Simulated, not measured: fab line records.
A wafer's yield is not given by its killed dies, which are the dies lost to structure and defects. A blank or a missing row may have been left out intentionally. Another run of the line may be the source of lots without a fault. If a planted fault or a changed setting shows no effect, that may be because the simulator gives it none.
Which tool was responsible? | flow n5Finfet | 9 lots, 24 wafers sampled, at 6 steps of a route of 1938

WHAT THE GAUGES SHOWED, per wafer
N5_BEOL_M0_SAQP_CD_MEAS_29: the cd target is 14.4 nm. Usual: cdNm at 15.03 nm, with a standard deviation of 0.19.
lot  | measured     | on       | cdNm (nm)         | flag
L554 | day 5 23:41  | cdSem-01 | 15.23 14.97 14.85 | 
L558 | day 6 20:45  | cdSem-03 | 15.19 15.47 14.86 | 
L562 | day 8 00:09  | cdSem-02 | 15.12 14.99 14.85 | 
L566 | day 8 23:40  | cdSem-01 | 15.24 15.28 14.91 | 
L567 | day 9 19:32  | cdSem-03 | 15.05 10.22       | OFF
L569 | day 10 00:03 | cdSem-03 | 14.98 10.28       | OFF
L571 | day 10 10:35 | cdSem-01 | 14.90 15.02 14.92 | 
L575 | day 11 10:14 | cdSem-01 | 9.90 10.40        | OFF
L576 | day 11 17:24 | cdSem-02 | 14.99 15.03 14.81 | 

N5_BEOL_M4_RC_MEAS_101. Usual: DIBL_N 35.7 mV/V, standard deviation 1.5; DIBL_P 35.7 mV/V, standard deviation 2; IOFF_N 0.155 nA/um, standard deviation 0.026; IOFF_P 0.20 nA/um, standard deviation 0.031; ION_N 675 uA/um, standard deviation 11; ION_P 462 uA/um, standard deviation 7.1; SS_N 71.3 mV/dec, standard deviation 0.57; SS_P 73.1 mV/dec, standard deviation 0.56; VT_N 250 mV, standard deviation 3; VT_P -251 mV, standard deviation 3.
lot  | measured     | on        | DIBL_N (mV/V)  | DIBL_P (mV/V)  | IOFF_N (nA/um)    | IOFF_P (nA/um) | ION_N (uA/um) | ION_P (uA/um) | SS_N (mV/dec)  | SS_P (mV/dec)  | VT_N (mV)   | VT_P (mV)      | flag
L554 | day 8 17:17  | prober-01 | 37.9 37.5 35.9 | 38.4 37.2 36.3 | 0.208 0.182 0.166 | 0.24 0.23 0.22 | 696 671 688   | 472 461 474   | 72.1 71.8 70.9 | 73.4 73.3 73.4 | 245 247 247 | -247 -248 -249 | 
L558 | day 9 06:25  | prober-01 | 32.8 30.9 34.8 | 32.8 30.8 34.6 | 0.124 0.101 0.152 | 0.17 0.14 0.19 | 669 638 676   | 460 444 460   | 71.5 69.9 71.7 | 72.4 71.8 72.7 | 251 256 247 | -251 -255 -252 | 
L562 | day 10 08:38 | prober-01 | 34.8 36.7 36.9 | 33.6 35.2 35.2 | 0.122 0.161 0.152 | 0.17 0.18 0.19 | 652 677 675   | 450 459 450   | 71.1 71.2 71.0 | 73.1 73.7 72.9 | 255 248 253 | -256 -256 -256 | 
L566 | day 11 15:58 | prober-02 | 40.4 35.7 37.5 | 41.2 35.2 37.8 | 0.250 0.151 0.180 | 0.28 0.19 0.21 | 700 672 685   | 466 460 466   | 72.0 70.9 71.6 | 74.0 72.9 73.3 | 243 250 250 | -248 -254 -252 | 
L567 | day 12 03:38 | prober-02 | 34.9           | 35.7           | 0.146             | 0.18           | 680           | 461           | 70.7           | 72.8           | 249         | -250           | 
L569 | day 12 13:44 | prober-01 | 36.7           | 36.3           | 0.157             | 0.21           | 682           | 472           | 72.4           | 72.9           | 248         | -248           | 
L571 | day 13 05:15 | prober-02 | 33.4 34.1 34.6 | 34.3 34.8 35.3 | 0.121 0.133 0.136 | 0.14 0.15 0.15 | 668 677 677   | 450 455 456   | 71.4 71.6 71.7 | 72.9 72.9 72.8 | 253 250 250 | -256 -257 -258 | 
L576 | day 14 08:04 | prober-02 | 36.7 37.4 35.5 | 38.3 38.4 37.9 | 0.173 0.189 0.159 | 0.21 0.22 0.21 | 680 674 683   | 466 461 462   | 72.6 71.5 72.3 | 73.2 73.3 72.8 | 247 246 249 | -251 -251 -250 | 

WHAT TOOL EACH LOT RAN ON (gives the tool, then ch and the chambers of the sampled wafers, and finally the start)
lot  | N5_BEOL_M0_SAQP_ETCH_83           | N5_BEOL_M0_SAQP_ETCH_84           | N5_BEOL_M0_SAQP_RECESS_114        | N5_BEOL_M0_SAQP_SPACER2_ALD_26
L554 | rieDiel-02 ch 0,2,3, day 5 19:32  | rieDiel-02 ch 0,2,3, day 5 19:35  | vaporEtch-01 ch 0,1, day 5 20:01  | aldSin-02 ch 1,2,3, day 5 22:56
L558 | rieDiel-04 ch 0,2, day 6 17:18    | rieDiel-04 ch 0,2, day 6 17:21    | vaporEtch-02 ch 0,1, day 6 17:46  | aldSin-02 ch 0,1,2, day 6 20:01
L562 | rieDiel-02 ch 1,3, day 7 20:52    | rieDiel-02 ch 1,3, day 7 20:55    | vaporEtch-01 ch 0,1, day 7 21:20  | aldSin-03 ch 0,1,3, day 7 23:24
L566 | rieDiel-04 ch 0,1, day 8 17:49    | rieDiel-04 ch 0,1, day 8 17:52    | vaporEtch-02 ch 1, day 8 18:21    | aldSin-03 ch 1,2, day 8 22:51
L567 | rieDiel-05 ch 1,2, day 9 14:25    | rieDiel-05 ch 1,2, day 9 14:28    | vaporEtch-02 ch 0, day 9 15:03    | aldSin-03 ch 0,3, day 9 18:47
L569 | rieDiel-02 ch 1,3, day 9 20:40    | rieDiel-02 ch 1,3, day 9 20:43    | vaporEtch-01 ch 0,1, day 9 21:09  | aldSin-03 ch 0, day 9 23:13
L571 | rieDiel-02 ch 0,1,2, day 10 05:50 | rieDiel-02 ch 0,1,2, day 10 05:53 | vaporEtch-01 ch 0,1, day 10 06:26 | aldSin-01 ch 1,2,3, day 10 09:50
L575 | rieDiel-05 ch 1,2, day 11 06:41   | rieDiel-05 ch 1,2, day 11 06:45   | vaporEtch-02 ch 0,1, day 11 07:22 | aldSin-03 ch 2,3, day 11 09:45
L576 | rieDiel-04 ch 1,2,3, day 11 14:01 | rieDiel-04 ch 1,2,3, day 11 14:04 | vaporEtch-02 ch 0,1, day 11 14:29 | aldSin-01 ch 1,2,3, day 11 16:37
- N5_BEOL_M0_SAQP_ETCH_83: etches SiARC in CF4, target depth 39 nm, time 65 s.
- N5_BEOL_M0_SAQP_ETCH_84: etches SOC in N2/H2, target depth 100 nm, overetch 20 nm, time 150 s.
- N5_BEOL_M0_SAQP_RECESS_114: chemistry HF/NH3, target SiO2, target depth 14.4 nm, afs cycles 3, sublimation time 60 s.
- N5_BEOL_M0_SAQP_SPACER2_ALD_26: deposits SiO2, target thk 15 nm, pulse time 1 s, purge time 2 s.

AS READ BY THE TOOLS THEMSELVES (means over the sampled wafers that have a number; for cases with no such wafer, the mark the record gives instead)
N5_BEOL_M0_SAQP_ETCH_83. Usual: drypumpMotorCurrentA is 5.6 A with standard deviation 0.4, etchRfOnTimeS is 65.4 s with standard deviation 1.3, mfcArSccm is 100.0 sccm with standard deviation 0.31, oesProductAu is 0.70 a.u. with standard deviation 0.078, rfVppV is 184.4 V with standard deviation 0.92, showerheadPlenumPTorr is 2.17 Torr with standard deviation 0.05, and throttleValvePct is 15.54 % with standard deviation 0.19.
lot  | tool       | drypumpMotorCurrentA (A) | etchRfOnTimeS (s) | mfcArSccm (sccm) | oesProductAu (a.u.) | rfVppV (V) | showerheadPlenumPTorr (Torr) | throttleValvePct (%) | flag
L554 | rieDiel-02 | 5.4                      | 66.7              | 100.4            | 0.62                | 183.4      | 2.14                         | 15.65                | 
L558 | rieDiel-04 | 6.2                      | 63.4              | 100.2            | 0.74                | 185.1      | 2.17                         | 15.56                | 
L562 | rieDiel-02 | 5.0                      | 67.1              | 99.9             | 0.59                | 184.7      | 2.20                         | 15.76                | 
L566 | rieDiel-04 | 5.5                      | 64.7              | 99.7             | 0.75                | 184.0      | 2.11                         | 15.33                | 
L567 | rieDiel-05 | 5.5                      | 64.8              | 99.5             | 0.70                | 183.2      | 2.16                         | 15.52                | 
L569 | rieDiel-02 | 5.1                      | 65.8              | 100.1            | 0.72                | 185.0      | 2.21                         | 15.54                | 
L571 | rieDiel-02 | 5.3                      | 66.2              | 100.4            | 0.75                | 185.6      | 2.20                         | 15.32                | 
L575 | rieDiel-05 | 5.5                      | 64.2              | 100.2            | 0.68                | 184.8      | 2.16                         | 15.56                | 
L576 | rieDiel-04 | 5.8                      | 65.2              | 100.1            | 0.73                | 183.5      | 2.15                         | 15.57                | 

N5_BEOL_M0_SAQP_ETCH_84. Usual: drypumpMotorCurrentA 5.6 A, standard deviation 0.4; n2FlowSccm 200.0 sccm, standard deviation 0.59; oesProductAu 0.74 a.u., standard deviation 0.079; rfVppV 524.6 V, standard deviation 1.8; showerheadPlenumPTorr 2.58 Torr, standard deviation 0.067; throttleValvePct 17.78 %, standard deviation 0.24.
lot  | tool       | drypumpMotorCurrentA (A) | n2FlowSccm (sccm) | oesProductAu (a.u.) | rfVppV (V) | showerheadPlenumPTorr (Torr) | throttleValvePct (%) | flag
L554 | rieDiel-02 | 5.4                      | 199.7             | 0.66                | 523.9      | 2.54                         | 17.88                | 
L558 | rieDiel-04 | 6.2                      | 200.1             | 0.76                | 524.7      | 2.58                         | 17.86                | 
L562 | rieDiel-02 | 5.0                      | 199.8             | 0.63                | 525.0      | 2.62                         | 17.98                | 
L566 | rieDiel-04 | 5.5                      | 199.5             | 0.79                | 523.4      | 2.51                         | 17.65                | 
L567 | rieDiel-05 | 5.5                      | 200.6             | 0.73                | 525.1      | 2.56                         | 17.69                | 
L569 | rieDiel-02 | 5.1                      | 200.3             | 0.76                | 526.4      | 2.62                         | 17.83                | 
L571 | rieDiel-02 | 5.3                      | 200.0             | 0.79                | 524.9      | 2.62                         | 17.55                | 
L575 | rieDiel-05 | 5.5                      | 200.6             | 0.71                | 524.8      | 2.55                         | 17.71                | 
L576 | rieDiel-04 | 5.8                      | 199.7             | 0.77                | 524.1      | 2.56                         | 17.93                | 

N5_BEOL_M0_SAQP_RECESS_114. Usual: drypumpMotorCurrentA at 5.7 A, with a standard deviation of 0.52.
lot  | tool         | drypumpMotorCurrentA (A) | flag
L554 | vaporEtch-01 | 5.8                      | 
L558 | vaporEtch-02 | 6.0                      | 
L562 | vaporEtch-01 | 5.8                      | 
L566 | vaporEtch-02 | 5.5                      | 
L567 | vaporEtch-02 | 6.3                      | 
L569 | vaporEtch-01 | 5.7                      | 
L571 | vaporEtch-01 | 5.8                      | 
L575 | vaporEtch-02 | 5.9                      | 
L576 | vaporEtch-02 | 5.8                      | 

N5_BEOL_M0_SAQP_SPACER2_ALD_26. Usual: heaterPowerOuterW 259 W, standard deviation 30; heaterPowerW 461 W, standard deviation 48; precursorPulseHeightRel 1.001, standard deviation 0.021; susceptorTempC 300.00 C, standard deviation 0.22.
lot  | tool      | heaterPowerOuterW (W) | heaterPowerW (W) | precursorPulseHeightRel | susceptorTempC (C) | flag
L554 | aldSin-02 | 233                   | 417              | 0.976                   | 300.07             | 
L558 | aldSin-02 | 259                   | 452              | 1.009                   | 299.82             | 
L562 | aldSin-03 | 252                   | 473              | 0.999                   | 299.95             | 
L566 | aldSin-03 | 250                   | 439              | 0.992                   | 300.07             | 
L567 | aldSin-03 | 246                   | 458              | 1.002                   | 300.04             | 
L569 | aldSin-03 | 238                   | 458              | 1.014                   | 299.93             | 
L571 | aldSin-01 | 291                   | 493              | 1.003                   | 300.13             | 
L575 | aldSin-03 | 250                   | 444              | 1.001                   | 299.94             | 
L576 | aldSin-01 | 289                   | 488              | 1.018                   | 299.90             | 

THE ANSWER, worked out from the rows above alone
Rule: take the mean of a lot's wafers that have a number; if it is more than 3 standard deviations from the usual mean, the lot is off. Also off: a lot with no number at a reading for which 4 or more lots have one. All remaining lots with rows at the step are treated as sound. Order of review: gauges by route order, followed by the tools' own readings, for which a lot's mean as printed above is used. The first step at which some lot is off is used, and at that step the reading that is off furthest; a lot without a number counts as furthest.
Off: L567, L569, L575, at N5_BEOL_M0_SAQP_CD_MEAS_29 (cdNm).
If a tool, at a process step before that reading, ran all the lots that are off and no sound lot after the first of them, it fits. Those tools and the gauges at N5_BEOL_M0_SAQP_CD_MEAS_29 are tried in the same way. One fits: N5_BEOL_M0_SAQP_SPACER2_ALD_26 on aldSin-03. Its last sound lot is L566 (day 8 22:51), its first lot that is off L567 (day 9 18:47): a fault that began between those two fits.

WHAT WAS PUT IN BY THE SIMULATOR
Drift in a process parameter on aldSin-03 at N5_BEOL_M0_SAQP_SPACER2_ALD_26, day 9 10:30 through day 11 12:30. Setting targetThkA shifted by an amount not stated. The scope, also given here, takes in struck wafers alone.
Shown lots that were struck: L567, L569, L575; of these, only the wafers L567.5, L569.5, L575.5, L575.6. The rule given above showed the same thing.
